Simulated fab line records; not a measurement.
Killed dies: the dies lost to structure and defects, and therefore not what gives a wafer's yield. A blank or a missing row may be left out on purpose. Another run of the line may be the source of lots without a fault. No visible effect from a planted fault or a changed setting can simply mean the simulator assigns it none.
Matching of chambers	flow nand_harc	NHARC_P_ZERO_WELL_DESCUM_26 on rie_diel-11 has 4 sister chambers
The step chemistry O2, time 3 s. 14 wafers are shown with their chamber, then 7 later ones without.

## WAFERS WITH THEIR CHAMBER
wafer	chamber	drypump_motor_current_A (A)	showerhead_plenum_p_Torr (Torr)	rf_vpp_V (V)
L074.3	3	5.2	2.06	58.4
L074.4	0	6.7	1.97	57.7
L074.5	0	6.6	1.97	58.7
L075.2	3	5.3	2.06	58.8
L075.3	2	5.4	2.01	58.7
L075.5	3	5.2	2.06	58.6
L081.1	0	6.6	1.97	57.5
L081.2	3	5.2	2.06	58.3
L081.4	1	5.1	1.93	57.4
L082.1	0	6.7	1.97	57.4
L082.5	1	5.1	1.93	57.5
L082.6	0	6.6	1.97	58.5
L088.1	2	5.4	2.00	58.3
L088.4	3	5.3	2.05	57.8

SIGNATURES (averages over the wafers above)
reading	chamber 0	chamber 1	chamber 2	chamber 3	scatter within a chamber
drypump_motor_current_A	6.640	5.100	5.400	5.240	0.049
showerhead_plenum_p_Torr	1.9700	1.9300	2.0050	2.0580	0.00361
rf_vpp_V	57.960	57.450	58.500	58.380	0.457
Rule: for each reading, subtract the chamber's mean from the wafer's reading, divide by that reading's scatter and square the result; add these up over the readings and take the root, which gives the wafer's distance from the chamber. The wafer belongs to the nearest chamber; if the next one is less than 2 further off, it can't be placed. The scatter is the square root of a quotient: the sum, over the shown wafers, of each reading's squared deviation from its chamber's mean, divided by wafers minus chambers.

## WAFERS WITHOUT THEIR CHAMBER
wafer	drypump_motor_current_A (A)	showerhead_plenum_p_Torr (Torr)	rf_vpp_V (V)
L088.6	5.4	2.00	58.8
L095.3	5.4	1.99	57.6
L095.4	5.2	2.04	56.9
L095.6	5.4	1.99	59.0
L097.1	6.6	1.95	59.0
L097.2	5.1	1.91	57.8
L097.5	5.4	1.99	59.1

## THE CHAMBER EACH PASSED THROUGH
wafer	from the rows above	in truth
L088.6	2	2
L095.3	2	2
L095.4	3	3
L095.6	2	2
L097.1	0	0
L097.2	1	1
L097.5	2	2
Correct placement for 7 of the 7. Can't be placed from these rows: 0. Wrongly placed: 0.
